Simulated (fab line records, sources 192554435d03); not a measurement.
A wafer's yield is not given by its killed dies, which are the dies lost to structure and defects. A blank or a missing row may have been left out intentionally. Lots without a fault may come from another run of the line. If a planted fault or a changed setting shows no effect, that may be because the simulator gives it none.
Split-lot trial -- flow n5-finfet -- 21 wafers read across 7 lots, on a route 1938 steps long

== SPLIT DETAILS ==
At N5_BEOL_M0_SAQP_SPACER1_ALD_98 (deposits SiO2, target thk 12.8 nm, pulse time 1 s, purge time 2 s), the setting ald-cycles was moved away from the recipe's 138 on 7 of the 21 wafers read, by -13.8% to +15.2%. For the rest of the wafers, this setting stayed at what the recipe calls for.

== FROM THE SPLIT TO THE READING: what the file shows between them, 2 steps ==
- N5_BEOL_M0_SAQP_SPACER1_ETCHBACK_99: etches SiO2 in CHF3/O2, target depth 15.4 nm, time 7.7 s
- N5_BEOL_M0_SAQP_MANDREL1_REMOVE_100: chemistry HBr/Cl2/O2, target a-Si, stops on SiNx, bt time 10 s

== THE READING ==
cd-nm, in nm, at N5_BEOL_M0_SAQP_CD_MEAS_25 (target cd 13.1 nm). On this fab line, fault-free wafers typically give 12.80 nm with a standard deviation of 0.22 nm.

wafer,"tool, chamber at the split",ald-cycles as run,against the recipe,"cd-nm, nm",against lot-mates on the recipe
L076.1,"ald-sin-01, 3,2",138,recipe,12.61,-
L076.2,"ald-sin-01, 0",128,-7.2%,11.54,-1.17
L076.5,"ald-sin-01, 3,2",138,recipe,12.80,-
L080.1,"ald-sin-04, 3,0,0",138,recipe,12.73,-
L080.3,"ald-sin-04, 3,0,0",138,recipe,12.92,-
L080.6,"ald-sin-04, 3,0,0",138,recipe,12.70,-
L089.3,"ald-sin-04, 2,1,3",138,recipe,12.65,-
L089.4,"ald-sin-04, 2,1,3",138,recipe,12.94,-
L089.5,"ald-sin-04, 2,1,3",138,recipe,12.68,-
L091.2,"ald-sin-03, 0",138,recipe,12.84,-
L091.4,"ald-sin-03, 2,3",119,-13.8%,11.02,-1.82
L091.6,"ald-sin-03, 2,3",119,-13.8%,10.80,-2.04
L094.1,"ald-sin-01, 2,0",138,recipe,12.99,-
L094.2,"ald-sin-01, 2,0",138,recipe,12.81,-
L094.5,"ald-sin-01, 0",159,+15.2%,14.86,+1.96
L095.2,"ald-sin-03, 2,3,1",138,recipe,12.86,-
L095.3,"ald-sin-03, 2,3,1",138,recipe,12.57,-
L095.6,"ald-sin-03, 2,3,1",138,recipe,12.87,-
L096.2,"ald-sin-01, 2,1,0",148,+7.2%,13.90,no lot-mate on the recipe
L096.4,"ald-sin-01, 2,1,0",148,+7.2%,13.66,no lot-mate on the recipe
L096.6,"ald-sin-01, 2,1,0",148,+7.2%,14.00,no lot-mate on the recipe
Rows listing several chambers each stand for several wafers; the file does not say which wafer went through which chamber.

FIT RESULTS
A straight line over all 21 wafers: cd-nm changes by +0.141 nm for each +1% of ald-cycles; r = +0.99; the points scatter about the line by 0.14 nm.
The same after taking each lot's own level away (the mean of its wafers on the recipe; 18 wafers): +0.137 nm for each +1%; r = +0.99; scatter 0.12 nm.
That fit puts the effect of the largest move of ald-cycles on the reading at 2.1 nm.
Measured against the standard deviation above, the lots' own levels, which go from 12.705 to 12.900 nm, span 0.9 times it.
The two slopes are in agreement: the lot-to-lot level therefore moves the slope only a little.
Check: for one of the wafers moved furthest among these (+15.2%), held out of the fit, the line's prediction against its lot-mates is +2.16 nm. It came out at +1.96 nm against them.

== THE OTHER SPLITS THESE WAFERS WENT THROUGH ==
Before the reading, these wafers also passed through other splits. Each is held against what the fit with the lots' levels taken away leaves over:
other split on the same wafers,wafers away from the commonest value,r with cd-nm (lot level and that fit taken away)
N5_MOL_CONTACT_COAG_ETCH_124 source-w,10,-0.09
N5_MOL_CONTACT_COAG_CVD_140 target-thk-a,6,+0.29
N5_BEOL_M0_SAQP_MANDREL_ETCH_20 icp-w,7,+0.18

== THE WHOLE CHAIN: every reading that the file lists as answering this split, in the file's order ==
step,what it does,reading,change (the file's fit),r (the file's)
N5_BEOL_M0_SAQP_SPACER1_ALD_98,"deposits SiO2, target thk 12.8 nm, pulse time 1 s, purge time 2 s","SiO2_of_BEOL_M0_SAQP_SPACER1_ALD_98.thk-nm (the simulator's own value, which no gauge read)",+0.132 nm for each +1% of the setting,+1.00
N5_BEOL_M0_SAQP_MANDREL1_REMOVE_100,"chemistry HBr/Cl2/O2, target a-Si, stops on SiNx, bt time 10 s","BEOL_M0_SAQP.cd-nm (the simulator's own value, which no gauge read)",+0.129 nm for each +1% of the setting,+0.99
N5_BEOL_M0_SAQP_CD_MEAS_25,target cd 13.1 nm,cd-nm,+0.137 nm for each +1% of the setting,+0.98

== THE FILE'S OWN FIT ==
cd-nm changes by +0.137 nm for each +1% of ald-cycles, r = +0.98.
